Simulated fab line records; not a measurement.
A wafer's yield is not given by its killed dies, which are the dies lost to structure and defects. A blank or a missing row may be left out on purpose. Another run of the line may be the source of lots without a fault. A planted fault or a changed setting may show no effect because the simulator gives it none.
fab line records ; flow n5-finfet
record lots=7; wafers=19; last-day=17
route steps=1938 shown BEOL_M15@1811
lots untouched by any fault: they come from a run of this same line in which no faults occurred
start-h: hours from the record's opening day to when the first of the lot's shown wafers began ; wait-h: hours elapsed since this lot's preceding step ; " same as the row above ; L1.1+2: a row that stands for several wafers ; - either no value or no given start ; * or withheld: withheld ; < > ~ a bound
route shown NAME@n: a module of which the file shows steps, and the number in the route of the first ; usual: the fault-free wafers' mean and standard deviation ; same: alike in all rows ; chamber/n: place in a boat ; sites: the reading at each site ; _std_site: their standard deviation ; _edge_site: outer sites' mean less inner sites' ; radius-mm: how far each site lies from the wafer's centre ; mask NAME#n: copy n ; behind: the tool/chamber that last shaped the wafer ; hold: reason for holding the lot/hours on hold/outcome of the hold ; device: the n, p or np transistor that did not switch ; end of line: the same wafers' tests at the end of the route ; a step given without rows: its recipe and nothing more ; killed: count of dies lost to structure and defects at first sort (not the wafer's yield) ; map: shows each die of a wafer: x if killed, . if not, _ if none is there
set.NAME: setting as actually run; set.NAME@STEP: the setting as run at that earlier step ; model.NAME: the simulator's own value behind a step, which no gauge read
a table for each step, a row for each wafer; lots at some steps of the route
services: a tool's chamber out of use, with start hour (start-h, from the record's first day; less than 0 if before it), hours out, and reason
## steps
# step N5_BEOL_M15_STRIP_36
# recipe chemistry=O2; power-w=600; temp-c=60; pressure-mtorr=30; rf-frequency-hz=6e+07; bias-power-w=0; overash-fraction=0.3; o2-flow-sccm=225
# step N5_BEOL_M15_STRIP_62
# recipe chemistry=O2; power-w=600; temp-c=60; pressure-mtorr=30; rf-frequency-hz=6e+07; bias-power-w=0; overash-fraction=0.3; o2-flow-sccm=225
# usual drypump-motor-current-A=5.6/0.3; oes-product-au=0.81/0.092; rf-vpp-V=3.6/0.45; showerhead-plenum-p-Torr=2.11/0.041; throttle-valve-pct=16.60/0.2
lot.wafer;tool;chamber;start-h;wait-h;drypump-motor-current-A;oes-product-au;rf-hours-counter-h;rf-vpp-V;showerhead-plenum-p-Torr;throttle-valve-pct
L371.1;rie-diel-05;3;-;-;5.5;0.68;239;3.5;2.07;17.00
L371.4;rie-diel-05;0;-;-;6.0;0.73;190;3.9;2.18;16.60
L371.6;rie-diel-05;2;-;-;5.6;0.81;-;3.7;2.11;16.59
L374.1;rie-diel-05;1;-;-;5.3;0.77;120;3.9;2.11;16.51
L374.3;rie-diel-05;2;-;-;5.5;0.80;85;3.9;2.11;16.61
L374.5;rie-diel-05;1;-;-;5.3;0.77;-;3.8;2.11;16.51
L381.5;rie-diel-01;1;-;-;6.0;0.90;-;2.9;2.17;16.81
L381.6;rie-diel-01;2;-;-;5.3;0.94;-;3.8;2.07;16.41
L379.1;rie-diel-01;1;-;-;5.9;0.90;26;3.8;2.17;16.82
L379.2;rie-diel-01;2;-;-;5.3;0.93;18;3.0;2.07;16.42
L379.5;rie-diel-01;2;-;-;5.2;0.93;-;3.4;2.07;16.41
L382.4;rie-diel-01;1;-;-;5.9;0.89;-;3.7;2.16;16.82
L382.5;rie-diel-01;0;-;-;6.1;0.80;-;2.8;2.15;16.79
L388.2;rie-diel-05;3;-;-;5.5;0.92;19;4.1;2.06;16.58
L388.3;rie-diel-05;1;-;-;5.3;0.75;147;3.7;2.10;16.55
L388.4;rie-diel-05;0;-;-;6.0;0.71;224;3.2;2.16;16.65
L391.2;rie-diel-01;0;-;-;6.1;0.77;91;4.0;2.14;16.84
L391.3;rie-diel-01;3;-;-;5.8;0.95;12;3.1;2.13;16.03
L391.5;rie-diel-01;3;-;-;5.8;0.94;-;3.4;2.13;16.04
# step N5_BEOL_M15_STRIP_37
# recipe chemistry=O2; power-w=600; temp-c=60; pressure-mtorr=30; rf-frequency-hz=6e+07; bias-power-w=0; overash-fraction=0.3; o2-flow-sccm=225
# step N5_BEOL_M15_ETCH_38
# recipe chemistry=CF4/N2; target=SiCN; target-depth-a=1064; taper-deg=2; time-s=120.5; ion-energy-ev=150; mask-material=SiO2; pressure-mtorr=40; source-w=430; bias-w=70; Ar_flow_sccm=100; cf4-flow-sccm=60; n2-flow-sccm=60
# step N5_BEOL_M15_PRECLEAN_39
# recipe chemistry=residue-remover; time-s=60; temp-c=40
# step N5_BEOL_M15_SRD_40
# recipe time-s=30; temp-c=23; rinse-liquid=diw; dry=n2-spin; spin-rpm=1500; dry-time-s=30
# step N5_BEOL_M15_DEGAS_41
# recipe ambient=vacuum; temp-c=300; time-s=60
# usual heater-power-w=469/63; susceptor-temp-C=299.99/0.19
lot.wafer;tool;chamber;start-h;wait-h;heater-power-w;susceptor-temp-C
L371.1;pvd-sputter-03;-;263.65;0.3;486;300.04
L371.4;pvd-sputter-03;-;263.65;0.3;493;299.89
L371.6;pvd-sputter-03;-;263.65;0.3;481;299.73
L374.1;pvd-sputter-02;-;291.85;0.1;500;300.13
L374.3;pvd-sputter-02;-;291.85;0.1;525;300.02
L374.5;pvd-sputter-02;-;291.85;0.1;394;299.82
L381.5;pvd-sputter-01;-;321.04;0.4;376;299.98
L381.6;pvd-sputter-01;-;321.04;0.4;424;300.17
L379.1;pvd-sputter-03;-;329.45;0.5;593;299.86
L379.2;pvd-sputter-03;-;329.45;0.5;390;300.00
L379.5;pvd-sputter-03;-;329.45;0.5;496;299.86
L382.4;pvd-sputter-03;-;335.43;0.2;492;299.97
L382.5;pvd-sputter-03;-;335.43;0.2;569;299.80
L388.2;pvd-sputter-02;-;366.45;0.2;495;299.82
L388.3;pvd-sputter-02;-;366.45;0.2;504;300.03
L388.4;pvd-sputter-02;-;366.45;0.2;388;299.92
L391.2;pvd-sputter-02;-;393.46;0.3;391;299.57
L391.3;pvd-sputter-02;-;393.46;0.3;506;300.31
L391.5;pvd-sputter-02;-;393.46;0.3;510;300.25
# step N5_BEOL_M15_PRE_CLEAN_42
# recipe gas=H2/He; time-s=30; temp-c=300
# usual heater-power-w=468/63; susceptor-temp-C=299.99/0.21
lot.wafer;tool;chamber;start-h;wait-h;heater-power-w;susceptor-temp-C
L371.1;pvd-sputter-03;-;263.69;0.0;502;299.88
L371.4;pvd-sputter-03;-;263.69;0.0;507;299.81
L371.6;pvd-sputter-03;-;263.69;0.0;489;300.37
L374.1;pvd-sputter-02;-;291.89;0.0;495;299.65
L374.3;pvd-sputter-02;-;291.89;0.0;513;299.83
L374.5;pvd-sputter-02;-;291.89;0.0;379;300.18
L381.5;pvd-sputter-01;-;321.08;0.0;366;300.33
L381.6;pvd-sputter-01;-;321.08;0.0;427;299.81
L379.1;pvd-sputter-03;-;329.49;0.0;598;300.11
L379.2;pvd-sputter-03;-;329.49;0.0;397;300.00
L379.5;pvd-sputter-03;-;329.49;0.0;504;300.25
L382.4;pvd-sputter-03;-;335.47;0.0;494;300.02
L382.5;pvd-sputter-03;-;335.47;0.0;585;300.20
L388.2;pvd-sputter-02;-;366.49;0.0;488;300.09
L388.3;pvd-sputter-02;-;366.49;0.0;530;299.78
L388.4;pvd-sputter-02;-;366.49;0.0;383;300.06
L391.2;pvd-sputter-02;-;393.50;0.0;381;300.09
L391.3;pvd-sputter-02;-;393.50;0.0;513;299.91
L391.5;pvd-sputter-02;-;393.50;0.0;526;299.96
# step N5_BEOL_M15_SPUTTER_43
# recipe material=TaN; target-thk-a=150; temp-c=50; bias-v=168.6; power-w=15000; chamber-pressure-pa=0.12; time-s=24.19
# usual susceptor-temp-C=50.00/0.11; throttle-valve-pct=30.4/0.95
lot.wafer;tool;chamber;start-h;wait-h;susceptor-temp-C;throttle-valve-pct
L371.1;pvd-sputter-03;-;263.73;0.0;50.17;30.4
L371.4;pvd-sputter-03;-;263.73;0.0;50.18;29.2
L371.6;pvd-sputter-03;-;263.73;0.0;49.99;30.6
L374.1;pvd-sputter-02;-;291.93;0.0;49.79;29.8
L374.3;pvd-sputter-02;-;291.93;0.0;50.10;30.5
L374.5;pvd-sputter-02;-;291.93;0.0;50.01;32.2
L381.5;pvd-sputter-01;-;321.14;0.0;49.85;28.5
L381.6;pvd-sputter-01;-;321.14;0.0;50.04;31.7
L379.1;pvd-sputter-03;-;329.53;0.0;49.79;31.0
L379.2;pvd-sputter-03;-;329.53;0.0;50.18;29.4
L379.5;pvd-sputter-03;-;329.53;0.0;50.06;29.4
L382.4;pvd-sputter-03;-;335.51;0.0;50.05;29.4
L382.5;pvd-sputter-03;-;335.51;0.0;49.99;31.2
L388.2;pvd-sputter-02;-;366.53;0.0;49.93;30.1
L388.3;pvd-sputter-02;-;366.53;0.0;49.95;30.4
L388.4;pvd-sputter-02;-;366.53;0.0;50.22;32.0
L391.2;pvd-sputter-02;-;393.54;0.0;50.20;32.0
L391.3;pvd-sputter-02;-;393.54;0.0;49.99;30.1
L391.5;pvd-sputter-02;-;393.54;0.0;49.94;30.0
# step N5_BEOL_M15_SPUTTER_44
# recipe material=Ta; target-thk-a=150; temp-c=50; bias-v=80; power-w=15000; chamber-pressure-pa=0.07; time-s=24.19
# step N5_BEOL_M15_SPUTTER_45
# recipe material=Cu; target-thk-a=1000; temp-c=-20; bias-v=60; power-w=26000; chamber-pressure-pa=0.13; time-s=16.67
# step N5_BEOL_M15_ECD_47
# recipe material=Cu; target-thk-a=18600
lot.wafer;tool;chamber;start-h;wait-h;model.Cu_of_BEOL_M15_ECD_47.thk-nm
L371.1;ecd-cu-02;0;264.01;0.1;1840
L371.4;ecd-cu-02;1;264.01;0.1;1876
L371.6;ecd-cu-02;1;264.01;0.1;1852
L374.1;ecd-cu-01;0;292.21;0.1;1843
L374.3;ecd-cu-01;1;292.21;0.1;1882
L374.5;ecd-cu-01;0;292.21;0.1;1858
L381.5;ecd-cu-02;0;321.52;0.2;1229
L381.6;ecd-cu-02;1;321.52;0.2;1251
L379.1;ecd-cu-02;0;329.81;0.1;1870
L379.2;ecd-cu-02;1;329.81;0.1;1882
L379.5;ecd-cu-02;0;329.81;0.1;1266
L382.4;ecd-cu-02;1;335.86;0.2;1837
L382.5;ecd-cu-02;1;335.86;0.2;1277
L388.2;ecd-cu-01;0;366.81;0.1;1858
L388.3;ecd-cu-01;0;366.81;0.1;1843
L388.4;ecd-cu-01;1;366.81;0.1;1852
L391.2;ecd-cu-02;0;393.82;0.1;1868
L391.3;ecd-cu-02;1;393.82;0.1;1873
L391.5;ecd-cu-02;0;393.82;0.1;1852
# step N5_BEOL_M15_ANNEAL_48
# recipe temp-c=225; time-s=90; ambient=N2
# usual wafer_temp_C_max=225.72/0.2
lot.wafer;tool;chamber;start-h;wait-h;wafer_temp_C_max
L371.1;rtp-anneal-02;0;264.26;0.2;225.66
L371.4;rtp-anneal-02;0;264.26;0.2;225.90
L371.6;rtp-anneal-02;0;264.26;0.2;225.93
L374.1;rtp-anneal-01;0;292.91;0.6;225.80
L374.3;rtp-anneal-01;0;292.91;0.6;225.88
L374.5;rtp-anneal-01;0;292.91;0.6;225.88
L381.5;rtp-anneal-01;0;322.39;0.8;225.72
L381.6;rtp-anneal-01;0;322.39;0.8;225.77
L379.1;rtp-anneal-01;0;330.05;0.2;225.61
L379.2;rtp-anneal-01;0;330.05;0.2;225.78
L379.5;rtp-anneal-01;0;330.05;0.2;225.58
L382.4;rtp-anneal-01;0;336.18;0.2;225.89
L382.5;rtp-anneal-01;0;336.18;0.2;225.80
L388.2;rtp-anneal-01;0;367.32;0.4;225.69
L388.3;rtp-anneal-01;0;367.32;0.4;226.02
L388.4;rtp-anneal-01;0;367.32;0.4;225.45
L391.2;rtp-anneal-02;0;394.10;0.2;226.36
L391.3;rtp-anneal-02;0;394.10;0.2;226.07
L391.5;rtp-anneal-02;0;394.10;0.2;226.20
## services
tool;chamber;start-h;hours;kind
rie-diel-01;1;239.29;-;clean
rie-diel-01;1;239.29;-;consumable-replace:focus-ring
rie-diel-01;1;239.29;17.8;scheduled-down
rie-diel-01;1;239.29;17.8;vent-cycle
rie-diel-01;2;257.19;-;clean
rie-diel-01;2;257.19;-;consumable-replace:focus-ring
rie-diel-01;2;257.19;19.0;scheduled-down
rie-diel-01;2;257.19;19.0;vent-cycle
pvd-sputter-01;-;260.51;3.0;repair
rie-diel-05;3;300.48;-;clean
rie-diel-05;3;300.48;-;consumable-replace:focus-ring
rie-diel-05;3;300.48;12.2;scheduled-down
rie-diel-05;3;300.48;12.2;vent-cycle
ecd-cu-02;-;327.54;0.4;repair
rie-diel-01;3;329.15;-;clean
rie-diel-01;3;329.15;-;consumable-replace:focus-ring
rie-diel-01;3;329.15;21.2;scheduled-down
rie-diel-01;3;329.15;21.2;vent-cycle
ecd-cu-01;-;383.74;5.4;repair
pvd-sputter-03;-;393.46;7.6;repair
## key
first-sign none at tools or gauges
model-effect step=N5_BEOL_M15_ECD_47; value=Cu_of_BEOL_M15_ECD_47.thk-nm; without=1853; struck=1256
met-at N5_BEOL_M15_ECD_47
struck-wafers L379.5,L381.5,L381.6,L382.5
baseline-loss step=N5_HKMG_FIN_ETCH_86; wafers=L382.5
onset-between 264.01 321.52
fault kind=process-parameter-drift; tool=ecd-cu-02; chamber=-; onset-h=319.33; steps=N5_BEOL_M15_ECD_47; channel=target-thk-a; offset=*; shape=step; end-h=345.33; scope=struck-wafers-only; acts-in=*; stated=*
# baseline-loss: these wafers lose ten dies or more at that step, a loss of the line's own and not of a fault; the sort's usual values leave them out
